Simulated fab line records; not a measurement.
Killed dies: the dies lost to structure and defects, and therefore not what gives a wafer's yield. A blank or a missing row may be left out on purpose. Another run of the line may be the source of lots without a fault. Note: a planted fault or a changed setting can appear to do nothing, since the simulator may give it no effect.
fab line records / flow n5Finfet
record: lots: 4 wafers: 10 lastDay: 16
route steps=1938 shown HKMG_FIN@416 BEOL_M4@1111 PASSIVATION@1936
lots with no fault: from the same line, run without faults
startH: start of the lot's first displayed wafer, in hours after the record's first day / waitH: hours from the lot's prior step to this one / " same as the row above / L1.1+2: several wafers, shown together as one row / - no value, or no start was given / * or withheld: withheld / < > ~ a bound
route shown NAME@n: a module of which the file shows steps, and the number in the route of the first / usual: the fault-free wafers' mean and standard deviation / same: alike in all rows / chamber/n: place in a boat / sites: per-site readings / _std_site: the values' standard deviation / _edge_site: outer sites' mean less inner sites' / radiusMm: how far each site lies from the wafer's centre / mask NAME#n: copy n / behind: tool/chamber where the wafer was last shaped / hold: what put the lot on hold/how long, in hours/how the hold closed / device: the transistor (n, p or np) that didn't switch / end of line: tests run on the same wafers once the route is complete / a step with no rows: only its recipe / killed: the dies lost at the first sort to structure and to defects; this is not the yield of the wafer / map: per-die view of a wafer (x killed, . not killed, _ where there is no die)
set.NAME: the setting as run; set.NAME@STEP: as run at that earlier step / model.NAME: the simulator's own value behind a step, which no gauge read
a table for each step, a row for each wafer; lots at some steps of the route
== steps ==
step: N5_HKMG_FIN_WET_ETCH_65
recipe: chemistry: TMAH tempC: 70 concWtPct: 5 target: a-Si stopOn: TiN timeS: 49 targetDepthNm: 3
step: N5_HKMG_FIN_WET_ETCH_81
recipe: chemistry: SC1 target: TiN stopOn: HfO2 mix: 1:1:5 tempC: 60 timeS: 57 targetDepthNm: 6
step: N5_HKMG_FIN_WET_ETCH_82
recipe: chemistry: dHCl mix: 1:10000 tempC: 25 target: La2O3 stopOn: HfO2 targetDepthNm: 2 dry: ipaMarangoni rinseTimeS: 30 rinseTempC: 23
step: N5_HKMG_FIN_ALD_36
recipe: material: TiN targetThkA: 10 tempC: 400 aldPrecursorFamily: TiCl4 aldCoReactant: NH3 pulseTimeS: 1 purgeTimeS: 3 coReactantPurgeTimeS: 2 coReactantPulseTimeS: 2 aldCycles: 47 pressureTorr: 3
step: N5_HKMG_FIN_PWFM_ALD_03
recipe: material: TiN targetThkA: 20 tempC: 400 aldPrecursorFamily: TiCl4 aldCoReactant: NH3 pulseTimeS: 1 purgeTimeS: 3 coReactantPurgeTimeS: 2 coReactantPulseTimeS: 2 aldCycles: 91 pressureTorr: 3
step: N5_HKMG_FIN_COAT_29
recipe: resist: SOC tempC: 250 timeS: 60 spinRpm: 1500 resistThkNm: 300
step: N5_HKMG_FIN_COAT_30
recipe: resist: SiARC tempC: 220 timeS: 60 spinRpm: 1500 resistThkNm: 35
step: N5_HKMG_FIN_COAT_06
recipe: resist: CAR-ArF spinRpm: 1500 resistThkNm: 90
step: N5_HKMG_FIN_EBR_08
recipe: solvent: PGMEA ebrWidthMm: 1.5
step: N5_HKMG_FIN_SOFTBAKE_07
recipe: tempC: 110 timeS: 60 resist: CAR-ArF
step: N5_HKMG_FIN_EXPOSE_09
recipe: maskId: NWFM na: 1.35 sourceShape: conventional sigmaOuter: 0.8 polarization: unpolarized doseMj: 39.25
step: N5_HKMG_FIN_PEB_10
recipe: pebTempC: withheld pebTimeS: 60 resist: CAR-ArF
lot.wafer=L924.3+4+6 tool=lithoTrack-03 chamber=0 startH=92.00 waitH=0.0
lot.wafer=L932.1+5 tool=lithoTrack-03 chamber=0 startH=144.57 waitH=0.1
lot.wafer=L933.1+5 tool=lithoTrack-03 chamber=0 startH=149.53 waitH=0.1
lot.wafer=L942.1+3+4 tool=lithoTrack-05 chamber=0 startH=201.78 waitH=0.1
step: N5_HKMG_FIN_DEVELOP_11
recipe: developTimeS: 30 developer: TMAH resist: CAR-ArF devTempC: 23 rinseLiquid: diw dry: airSpin
step: N5_HKMG_FIN_CD_MEAS_12
recipe: targetCdNm: 92.8 landingEnergyEv: 500 detector: seInlens
usual: cdNm: 93.3/0.56
lot.wafer=L924.3 tool=cdSem-01 chamber=0 startH=92.06 waitH=- cdNm=93.4
lot.wafer=L924.4 tool=cdSem-01 chamber=0 startH=92.06 waitH=- cdNm=93.5
lot.wafer=L924.6 tool=cdSem-01 chamber=0 startH=92.06 waitH=- cdNm=93.2
lot.wafer=L932.1 tool=cdSem-01 chamber=0 startH=144.64 waitH=- cdNm=92.8
lot.wafer=L932.5 tool=cdSem-01 chamber=0 startH=144.64 waitH=- cdNm=52.9
lot.wafer=L933.1 tool=cdSem-02 chamber=0 startH=149.60 waitH=- cdNm=92.9
lot.wafer=L933.5 tool=cdSem-02 chamber=0 startH=149.60 waitH=- cdNm=53.4
lot.wafer=L942.1 tool=cdSem-03 chamber=0 startH=201.85 waitH=- cdNm=93.9
lot.wafer=L942.3 tool=cdSem-03 chamber=0 startH=201.85 waitH=- cdNm=94.2
lot.wafer=L942.4 tool=cdSem-03 chamber=0 startH=201.85 waitH=- cdNm=93.0
step: N5_HKMG_FIN_DESCUM_17
recipe: chemistry: O2 timeS: 7.9 sourcePowerW: 50 biasPowerW: 20 pressureMtorr: 20 rfFrequencyHz: 2.712e+07 tempC: 40 resist: CAR-ArF o2FlowSccm: 225
step: N5_HKMG_FIN_ETCH_31
recipe: chemistry: CF4 target: SiARC targetDepthA: 455 maskMaterial: CAR-ArF timeS: 75.8 ionEnergyEv: 80 pressureMtorr: 40 sourceW: 545 biasW: 36 Ar_flow_sccm: 100 cf4FlowSccm: 100 ends: cleared
step: N5_HKMG_FIN_ETCH_32
recipe: chemistry: N2/H2 target: SOC targetDepthA: 2400 tempC: 40 timeS: 300 ionEnergyEv: 200 maskMaterial: SiARC pressureMtorr: 30 sourceW: 840 biasW: 150 n2FlowSccm: 200 h2FlowSccm: 200
step: N5_HKMG_FIN_STRIP_33
recipe: chemistry: N2/H2 tempC: 40 n2FlowSccm: 200 h2FlowSccm: 200 rfFrequencyHz: 6e+07
step: N5_HKMG_FIN_STRIP_34
recipe: chemistry: CF4 resist: SiARC powerW: 300 biasPowerW: 75 pressureMtorr: 50 cf4FlowSccm: 150 rfFrequencyHz: 6e+07
step: N5_HKMG_FIN_ETCH_35
recipe: chemistry: N2/H2 target: SOC targetDepthA: 2158 ionEnergyEv: 65 biasW: 5 sourceW: 3000 timeS: 243.4 pressureMtorr: 30 n2FlowSccm: 200 h2FlowSccm: 200
step: N5_HKMG_FIN_STRIP_92
recipe: chemistry: N2/H2 material: SOC timeS: 20 powerW: 500 tempC: 40 pressureMtorr: 50 rfFrequencyHz: 6e+07 biasPowerW: 8 h2Frac: 0.5 n2FlowSccm: 300 h2FlowSccm: 300
step: N5_HKMG_FIN_WET_ETCH_18
recipe: chemistry: SC1 target: TiN mix: 1:1:5 tempC: * timeS: 55 targetDepthNm: 5.2 dry: ipaMarangoni rinseTimeS: 30 rinseTempC: 23
step: N5_HKMG_FIN_STRIP_19
recipe: chemistry: N2/H2 powerW: 2500 tempC: 300 h2Frac: 0.65 timeS: 360 pressureMtorr: withheld n2FlowSccm: 1750 h2FlowSccm: 3250
step: N5_HKMG_FIN_ALD_91
recipe: material: TiN targetThkA: 10 tempC: 400 aldPrecursorFamily: TiCl4 aldCoReactant: NH3 pulseTimeS: 1 purgeTimeS: 3 coReactantPurgeTimeS: 2 coReactantPulseTimeS: 2 aldCycles: 47 pressureTorr: 3
step: N5_HKMG_FIN_COAT_85
recipe: resist: SOC tempC: 250 timeS: 60 spinRpm: 1500 resistThkNm: 300
step: N5_HKMG_FIN_ETCH_86
recipe: chemistry: N2/H2 target: SOC targetDepthA: 3932 stopOn: TiN ionEnergyEv: 100 biasW: 61 pressureMtorr: 30 sourceW: 850 n2FlowSccm: 200 h2FlowSccm: 200
step: N5_HKMG_FIN_STRIP_89
recipe: chemistry: N2/H2 material: SOC timeS: 20 powerW: 500 tempC: 40 pressureMtorr: 50 rfFrequencyHz: 6e+07 biasPowerW: 8 h2Frac: 0.5 n2FlowSccm: 300 h2FlowSccm: 300
step: N5_HKMG_FIN_WET_ETCH_87
recipe: chemistry: SC1 target: TiN mix: 1:2:40 tempC: 50 timeS: 154.2 targetDepthNm: 4.7 dry: ipaMarangoni rinseTimeS: 30 rinseTempC: 23
step: N5_HKMG_FIN_STRIP_88
recipe: chemistry: N2/H2 powerW: 2500 tempC: 300 h2Frac: 0.65 timeS: 360 pressureMtorr: withheld n2FlowSccm: 1750 h2FlowSccm: 3250
step: N5_HKMG_FIN_NWFM_ALD_20
recipe: material: TiAlC targetThkA: 20 tempC: 300 aldPrecursorFamily: TiCl4 aldCoReactant: TEA pulseTimeS: 3 purgeTimeS: 2 coReactantPurgeTimeS: 2 coReactantPulseTimeS: 10 aldCycles: 7 pressureTorr: 3
step: N5_HKMG_FIN_ALD_71
recipe: material: TiN targetThkA: 10 tempC: 400 aldPrecursorFamily: TiCl4 aldCoReactant: NH3 pulseTimeS: 1 purgeTimeS: 3 coReactantPurgeTimeS: 2 coReactantPulseTimeS: 2 aldCycles: 47 pressureTorr: 3
step: N5_HKMG_FIN_COAT_66
recipe: resist: SOC tempC: 250 timeS: 60 spinRpm: 1500 resistThkNm: 300
step: N5_HKMG_FIN_ETCH_67
recipe: chemistry: N2/H2 target: SOC targetDepthA: 3889 stopOn: TiN ionEnergyEv: 100 biasW: 61 pressureMtorr: 30 sourceW: 850 n2FlowSccm: 200 h2FlowSccm: 200
step: N5_HKMG_FIN_STRIP_90
recipe: chemistry: N2/H2 material: SOC timeS: 20 powerW: 500 tempC: 40 pressureMtorr: 50 rfFrequencyHz: 6e+07 biasPowerW: 8 h2Frac: 0.5 n2FlowSccm: 300 h2FlowSccm: 300
step: N5_HKMG_FIN_WET_ETCH_73
recipe: chemistry: SC1 mix: 1:2:40 tempC: 50 timeS: 42.3 targetDepthNm: 1.3 dry: ipaMarangoni rinseTimeS: 30 rinseTempC: 23
step: N5_HKMG_FIN_ETCHBACK_68
recipe: chemistry: Cl2/Ar stopOn: HfO2 targetDepthA: 5 pressureMtorr: 10 icpW: 600 biasW: 60 Cl2_flow_sccm: 40 Ar_flow_sccm: 60
step: N5_HKMG_FIN_STRIP_69
recipe: chemistry: N2/H2 powerW: 2500 tempC: 300 h2Frac: 0.65 timeS: 360 pressureMtorr: withheld n2FlowSccm: 1750 h2FlowSccm: 3250
step: N5_HKMG_FIN_ALD_21
recipe: material: TiN targetThkA: 15 tempC: 400 aldPrecursorFamily: TiCl4 aldCoReactant: NH3 pulseTimeS: 1 purgeTimeS: 3 coReactantPurgeTimeS: 2 coReactantPulseTimeS: 2 aldCycles: 68 pressureTorr: 3
step: N5_HKMG_FIN_ALD_72
recipe: material: W targetThkA: 20 tempC: 300 pressureTorr: 7.5 aldPrecursorFamily: WF6 aldCoReactant: B2H6 pulseTimeS: 1 purgeTimeS: 2 coReactantPurgeTimeS: 2 coReactantPulseTimeS: 3 aldCycles: 7
step: N5_BEOL_M4_RC_MEAS_101
usual: DIBL_N: 37.5/1.9 DIBL_P: 37.3/2.4 IOFF_N: 0.18/0.038 IOFF_P: 0.23/0.045 ION_N: 677/11 ION_P: 464/8.1 SS_N: 72.0/0.68 SS_P: 73.5/0.77 VT_N: 249/3.3 VT_P: -249/3.6
lot.wafer=L924.3 tool=prober-01 chamber=0 startH=185.57 waitH=0.3 DIBL_N[mV/V]=36.1 DIBL_P[mV/V]=36.3 IOFF_N[nA/um]=0.18 IOFF_P[nA/um]=0.20 ION_N[uA/um]=666 ION_P[uA/um]=455 SS_N[mV/dec]=72.6 SS_P[mV/dec]=72.7 VT_N[mV]=250 VT_P[mV]=-251
lot.wafer=L924.4 tool=prober-01 chamber=0 startH=185.57 waitH=0.3 DIBL_N[mV/V]=37.6 DIBL_P[mV/V]=37.5 IOFF_N[nA/um]=0.22 IOFF_P[nA/um]=0.22 ION_N[uA/um]=671 ION_P[uA/um]=459 SS_N[mV/dec]=73.0 SS_P[mV/dec]=73.3 VT_N[mV]=250 VT_P[mV]=-250
lot.wafer=L924.6 tool=prober-01 chamber=0 startH=185.57 waitH=0.3 DIBL_N[mV/V]=37.3 DIBL_P[mV/V]=37.5 IOFF_N[nA/um]=0.22 IOFF_P[nA/um]=0.22 ION_N[uA/um]=675 ION_P[uA/um]=458 SS_N[mV/dec]=72.8 SS_P[mV/dec]=73.1 VT_N[mV]=248 VT_P[mV]=-251
lot.wafer=L932.1 tool=prober-01 chamber=0 startH=227.59 waitH=0.0 DIBL_N[mV/V]=38.5 DIBL_P[mV/V]=36.0 IOFF_N[nA/um]=0.19 IOFF_P[nA/um]=0.24 ION_N[uA/um]=675 ION_P[uA/um]=466 SS_N[mV/dec]=72.9 SS_P[mV/dec]=74.3 VT_N[mV]=247 VT_P[mV]=-247
lot.wafer=L933.1 tool=prober-02 chamber=0 startH=243.19 waitH=0.0 DIBL_N[mV/V]=36.2 DIBL_P[mV/V]=34.9 IOFF_N[nA/um]=0.16 IOFF_P[nA/um]=0.18 ION_N[uA/um]=672 ION_P[uA/um]=463 SS_N[mV/dec]=72.3 SS_P[mV/dec]=72.7 VT_N[mV]=252 VT_P[mV]=-250
lot.wafer=L942.1 tool=prober-01 chamber=0 startH=298.39 waitH=0.0 DIBL_N[mV/V]=37.8 DIBL_P[mV/V]=36.8 IOFF_N[nA/um]=0.19 IOFF_P[nA/um]=0.25 ION_N[uA/um]=676 ION_P[uA/um]=465 SS_N[mV/dec]=72.2 SS_P[mV/dec]=74.0 VT_N[mV]=249 VT_P[mV]=-248
lot.wafer=L942.3 tool=prober-01 chamber=0 startH=298.39 waitH=0.0 DIBL_N[mV/V]=34.4 DIBL_P[mV/V]=32.8 IOFF_N[nA/um]=0.14 IOFF_P[nA/um]=0.19 ION_N[uA/um]=676 ION_P[uA/um]=471 SS_N[mV/dec]=71.4 SS_P[mV/dec]=72.0 VT_N[mV]=252 VT_P[mV]=-250
lot.wafer=L942.4 tool=prober-01 chamber=0 startH=298.39 waitH=0.0 DIBL_N[mV/V]=40.5 DIBL_P[mV/V]=40.1 IOFF_N[nA/um]=0.26 IOFF_P[nA/um]=0.31 ION_N[uA/um]=683 ION_P[uA/um]=470 SS_N[mV/dec]=73.5 SS_P[mV/dec]=74.0 VT_N[mV]=244 VT_P[mV]=-245
step: N5_PASSIVATION_PROBE_49
usual: defectLimitedYield: 91.2/1.5 killed_at_M0_to_M3: 31/10 killed_at_M4_up: 15/5.9 killedAtContacts: 13/6 killedAtFrontEnd: 41/11 killedAtOther: 4/3.1 killedDies: 104/18 killedOnRim: 14/4.1 killedOpen: 68/13 killedShort: 33/8.1 sort_bin_4_leakage: 0.00/0.03 sort_bin_5_function: 5.1/1.1 sort_bin_6_memory: 3.2/0.69 sortNPass: 1076/18 sortYieldPct: 91.2/1.5
same: grossDies: 1180 killedAtBackSide: 0 sort_bin_8_speed[%]: 0
lot.wafer=L924.3 tool=prober-01 chamber=- startH=292.32 waitH=0.1 defectLimitedYield[%]=88.3 killed_at_M0_to_M3=31 killed_at_M4_up=17 killedAtContacts=5 killedAtFrontEnd=82 killedAtOther=3 killedDies=138 killedOnRim=15 killedOpen=83 killedShort=54 sort_bin_4_leakage[%]=0 sort_bin_5_function[%]=7.7 sort_bin_6_memory[%]=3.6 sortNPass=1042 sortYieldPct[%]=88.3
lot.wafer=L924.4 tool=prober-01 chamber=- startH=292.37 waitH=0.2 defectLimitedYield[%]=88.9 killed_at_M0_to_M3=48 killed_at_M4_up=28 killedAtContacts=20 killedAtFrontEnd=35 killedAtOther=0 killedDies=131 killedOnRim=17 killedOpen=91 killedShort=40 sort_bin_4_leakage[%]=0 sort_bin_5_function[%]=6.2 sort_bin_6_memory[%]=4.4 sortNPass=1049 sortYieldPct[%]=88.9
lot.wafer=L924.6 tool=prober-01 chamber=- startH=292.47 waitH=0.3 defectLimitedYield[%]=90.3 killed_at_M0_to_M3=29 killed_at_M4_up=27 killedAtContacts=7 killedAtFrontEnd=45 killedAtOther=7 killedDies=115 killedOnRim=16 killedOpen=75 killedShort=39 sort_bin_4_leakage[%]=0 sort_bin_5_function[%]=5.4 sort_bin_6_memory[%]=4.1 sortNPass=1065 sortYieldPct[%]=90.3
lot.wafer=L932.1 tool=prober-01 chamber=- startH=329.58 waitH=0.0 defectLimitedYield[%]=89.5 killed_at_M0_to_M3=35 killed_at_M4_up=19 killedAtContacts=9 killedAtFrontEnd=54 killedAtOther=7 killedDies=124 killedOnRim=16 killedOpen=75 killedShort=49 sort_bin_4_leakage[%]=0 sort_bin_5_function[%]=5.5 sort_bin_6_memory[%]=4.5 sortNPass=1056 sortYieldPct[%]=89.5
lot.wafer=L932.5 tool=prober-01 chamber=- startH=329.78 waitH=0.2 defectLimitedYield[%]=0 killed_at_M0_to_M3=35 killed_at_M4_up=22 killedAtContacts=10 killedAtFrontEnd=1110 killedAtOther=3 killedDies=1180 killedOnRim=152 killedOpen=61 killedShort=45 sort_bin_4_leakage[%]=0 sort_bin_5_function[%]=96.1 sort_bin_6_memory[%]=3.5 sortNPass=0 sortYieldPct[%]=0
lot.wafer=L933.1 tool=prober-01 chamber=- startH=342.96 waitH=0.6 defectLimitedYield[%]=91.4 killed_at_M0_to_M3=29 killed_at_M4_up=11 killedAtContacts=15 killedAtFrontEnd=41 killedAtOther=6 killedDies=102 killedOnRim=13 killedOpen=68 killedShort=33 sort_bin_4_leakage[%]=0 sort_bin_5_function[%]=6.4 sort_bin_6_memory[%]=1.9 sortNPass=1078 sortYieldPct[%]=91.4
lot.wafer=L933.5 tool=prober-01 chamber=- startH=343.16 waitH=0.8 defectLimitedYield[%]=0 killed_at_M0_to_M3=31 killed_at_M4_up=30 killedAtContacts=11 killedAtFrontEnd=1104 killedAtOther=4 killedDies=1180 killedOnRim=152 killedOpen=68 killedShort=28 sort_bin_4_leakage[%]=0 sort_bin_5_function[%]=97.0 sort_bin_6_memory[%]=2.5 sortNPass=0 sortYieldPct[%]=0
killed by level:class
L924.3 STI_FIN_REVEAL:geometricParticle:open=29 FIN_SAQP:geometricParticle:short=12 BEOL_M4:geometricParticle:open=10 FIN_SAQP:geometricParticle:open=8 BEOL_M0_SAQP:geometricParticle:short=8 STI_FIN_REVEAL:geometricParticle:short=7 STARTING-WAFER:geometricParticle:open=7 ILD0:geometricParticle:short=7
L924.4 BEOL_M0_SAQP:geometricParticle:open=24 MOL_CONTACT_COAG:geometricParticle:open=16 BEOL_M4:geometricParticle:open=16 STI_FIN_REVEAL:geometricParticle:open=14 BEOL_M0_SAQP:geometricParticle:short=14 GATE_CUT:geometricParticle:short=5 STI_FIN_REVEAL:geometricParticle:short=4 MOL_CONTACT_COAG:geometricParticle:short=4
L924.6 STI_FIN_REVEAL:geometricParticle:open=18 BEOL_M4:geometricParticle:open=17 FIN_SAQP:geometricParticle:short=12 BEOL_M0_SAQP:geometricParticle:short=8 BEOL_M0_SAQP:geometricParticle:open=8 BEOL_M2:geometricParticle:open=7 MOL_CONTACT_COAG:geometricParticle:open=6 BEOL_M3:geometricParticle:open=5
L932.1 FIN_SAQP:geometricParticle:short=15 FIN_SAQP:geometricParticle:open=14 BEOL_M2:geometricParticle:open=9 GATE_CUT:geometricParticle:short=8 STI_FIN_REVEAL:geometricParticle:open=7 MOL_CONTACT_COAG:geometricParticle:open=7 BEOL_M3:geometricParticle:open=7 BEOL_M4:geometricParticle:open=6
L932.5 HKMG_FIN:areaPeb=1071 FIN_SAQP:geometricParticle:short=14 FIN_SAQP:geometricParticle:open=12 BEOL_M4:geometricParticle:open=11 BEOL_M0_SAQP:geometricParticle:short=7 MOL_CONTACT_COAG:geometricParticle:open=7 BEOL_M0_SAQP:geometricParticle:open=7 BEOL_M2:geometricParticle:open=5
L933.1 MOL_CONTACT_COAG:geometricParticle:open=14 FIN_SAQP:geometricParticle:open=11 FIN_SAQP:geometricParticle:short=11 BEOL_M4:geometricParticle:open=8 BEOL_M1:geometricParticle:open=7 BEOL_M0_SAQP:geometricParticle:short=6 BEOL_M0_SAQP:geometricParticle:open=6 DUMMY_GATE:geometricParticle:open=5
L933.5 HKMG_FIN:areaPeb=1084 BEOL_M4:geometricParticle:open=17 MOL_CONTACT_COAG:geometricParticle:open=9 BEOL_M0_SAQP:geometricParticle:short=8 BEOL_M2:geometricParticle:open=7 BEOL_M0:geometricParticle:open=5 BEOL_M5:geometricParticle:open=5 FIN_SAQP:geometricParticle:short=3
map L932.5 (x killed, . not)
_________________xxxxxxxxxxxx________________
______________xxxxxxxxxxxxxxxxxx_____________
___________xxxxxxxxxxxxxxxxxxxxxxxx__________
__________xxxxxxxxxxxxxxxxxxxxxxxxxx_________
________xxxxxxxxxxxxxxxxxxxxxxxxxxxxxx_______
_______xxxxxxxxxxxxxxxxxxxxxxxxxxxxxxxx______
______xxxxxxxxxxxxxxxxxxxxxxxxxxxxxxxxxx_____
_____xxxxxxxxxxxxxxxxxxxxxxxxxxxxxxxxxxxx____
____xxxxxxxxxxxxxxxxxxxxxxxxxxxxxxxxxxxxxx___
___xxxxxxxxxxxxxxxxxxxxxxxxxxxxxxxxxxxxxxxx__
___xxxxxxxxxxxxxxxxxxxxxxxxxxxxxxxxxxxxxxxx__
__xxxxxxxxxxxxxxxxxxxxxxxxxxxxxxxxxxxxxxxxxx_
__xxxxxxxxxxxxxxxxxxxxxxxxxxxxxxxxxxxxxxxxxx_
_xxxxxxxxxxxxxxxxxxxxxxxxxxxxxxxxxxxxxxxxxxxx
_xxxxxxxxxxxxxxxxxxxxxxxxxxxxxxxxxxxxxxxxxxxx
_xxxxxxxxxxxxxxxxxxxxxxxxxxxxxxxxxxxxxxxxxxxx
_xxxxxxxxxxxxxxxxxxxxxxxxxxxxxxxxxxxxxxxxxxxx
_xxxxxxxxxxxxxxxxxxxxxxxxxxxxxxxxxxxxxxxxxxxx
_xxxxxxxxxxxxxxxxxxxxxxxxxxxxxxxxxxxxxxxxxxxx
_xxxxxxxxxxxxxxxxxxxxxxxxxxxxxxxxxxxxxxxxxxxx
_xxxxxxxxxxxxxxxxxxxxxxxxxxxxxxxxxxxxxxxxxxxx
__xxxxxxxxxxxxxxxxxxxxxxxxxxxxxxxxxxxxxxxxxx_
__xxxxxxxxxxxxxxxxxxxxxxxxxxxxxxxxxxxxxxxxxx_
___xxxxxxxxxxxxxxxxxxxxxxxxxxxxxxxxxxxxxxxx__
___xxxxxxxxxxxxxxxxxxxxxxxxxxxxxxxxxxxxxxxx__
____xxxxxxxxxxxxxxxxxxxxxxxxxxxxxxxxxxxxxx___
_____xxxxxxxxxxxxxxxxxxxxxxxxxxxxxxxxxxxx____
______xxxxxxxxxxxxxxxxxxxxxxxxxxxxxxxxxx_____
_______xxxxxxxxxxxxxxxxxxxxxxxxxxxxxxxx______
________xxxxxxxxxxxxxxxxxxxxxxxxxxxxxx_______
__________xxxxxxxxxxxxxxxxxxxxxxxxxx_________
___________xxxxxxxxxxxxxxxxxxxxxxxx__________
______________xxxxxxxxxxxxxxxxxx_____________
_________________xxxxxxxxxxxx________________
map L933.5 (x killed, . not)
_________________xxxxxxxxxxxx________________
______________xxxxxxxxxxxxxxxxxx_____________
___________xxxxxxxxxxxxxxxxxxxxxxxx__________
__________xxxxxxxxxxxxxxxxxxxxxxxxxx_________
________xxxxxxxxxxxxxxxxxxxxxxxxxxxxxx_______
_______xxxxxxxxxxxxxxxxxxxxxxxxxxxxxxxx______
______xxxxxxxxxxxxxxxxxxxxxxxxxxxxxxxxxx_____
_____xxxxxxxxxxxxxxxxxxxxxxxxxxxxxxxxxxxx____
____xxxxxxxxxxxxxxxxxxxxxxxxxxxxxxxxxxxxxx___
___xxxxxxxxxxxxxxxxxxxxxxxxxxxxxxxxxxxxxxxx__
___xxxxxxxxxxxxxxxxxxxxxxxxxxxxxxxxxxxxxxxx__
__xxxxxxxxxxxxxxxxxxxxxxxxxxxxxxxxxxxxxxxxxx_
__xxxxxxxxxxxxxxxxxxxxxxxxxxxxxxxxxxxxxxxxxx_
_xxxxxxxxxxxxxxxxxxxxxxxxxxxxxxxxxxxxxxxxxxxx
_xxxxxxxxxxxxxxxxxxxxxxxxxxxxxxxxxxxxxxxxxxxx
_xxxxxxxxxxxxxxxxxxxxxxxxxxxxxxxxxxxxxxxxxxxx
_xxxxxxxxxxxxxxxxxxxxxxxxxxxxxxxxxxxxxxxxxxxx
_xxxxxxxxxxxxxxxxxxxxxxxxxxxxxxxxxxxxxxxxxxxx
_xxxxxxxxxxxxxxxxxxxxxxxxxxxxxxxxxxxxxxxxxxxx
_xxxxxxxxxxxxxxxxxxxxxxxxxxxxxxxxxxxxxxxxxxxx
_xxxxxxxxxxxxxxxxxxxxxxxxxxxxxxxxxxxxxxxxxxxx
__xxxxxxxxxxxxxxxxxxxxxxxxxxxxxxxxxxxxxxxxxx_
__xxxxxxxxxxxxxxxxxxxxxxxxxxxxxxxxxxxxxxxxxx_
___xxxxxxxxxxxxxxxxxxxxxxxxxxxxxxxxxxxxxxxx__
___xxxxxxxxxxxxxxxxxxxxxxxxxxxxxxxxxxxxxxxx__
____xxxxxxxxxxxxxxxxxxxxxxxxxxxxxxxxxxxxxx___
_____xxxxxxxxxxxxxxxxxxxxxxxxxxxxxxxxxxxx____
______xxxxxxxxxxxxxxxxxxxxxxxxxxxxxxxxxx_____
_______xxxxxxxxxxxxxxxxxxxxxxxxxxxxxxxx______
________xxxxxxxxxxxxxxxxxxxxxxxxxxxxxx_______
__________xxxxxxxxxxxxxxxxxxxxxxxxxx_________
___________xxxxxxxxxxxxxxxxxxxxxxxx__________
______________xxxxxxxxxxxxxxxxxx_____________
_________________xxxxxxxxxxxx________________
== key ==
firstSign: step: N5_HKMG_FIN_CD_MEAS_12 reading: cdNm direction: down sigmas: 72 usual: 93.3 struck: 53.2
effect: step: N5_PASSIVATION_PROBE_49 reading: killedAtFrontEnd direction: up sigmas: 99 usual: 41 struck: 1107
moreKillsBornAt: N5_HKMG_FIN_PEB_10@lithoTrack-03: 2155
metAt N5_HKMG_FIN_PEB_10
struckWafers L932.5,L933.5
laterRowsLeftOut L932.5,L933.5
onsetBetween 92.00 144.57
fault: kind: processParameterDrift tool: lithoTrack-03 chamber: - onsetH: 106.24 steps: N5_HKMG_FIN_PEB_10 channel: pebTimeS offset: * shape: step endH: 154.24 scope: struckWafersOnly actsIn: * stated: *
laterRowsLeftOut: the simulator's readings of these wafers behind a module that went badly wrong aren't trusted and aren't shown, but for the sort
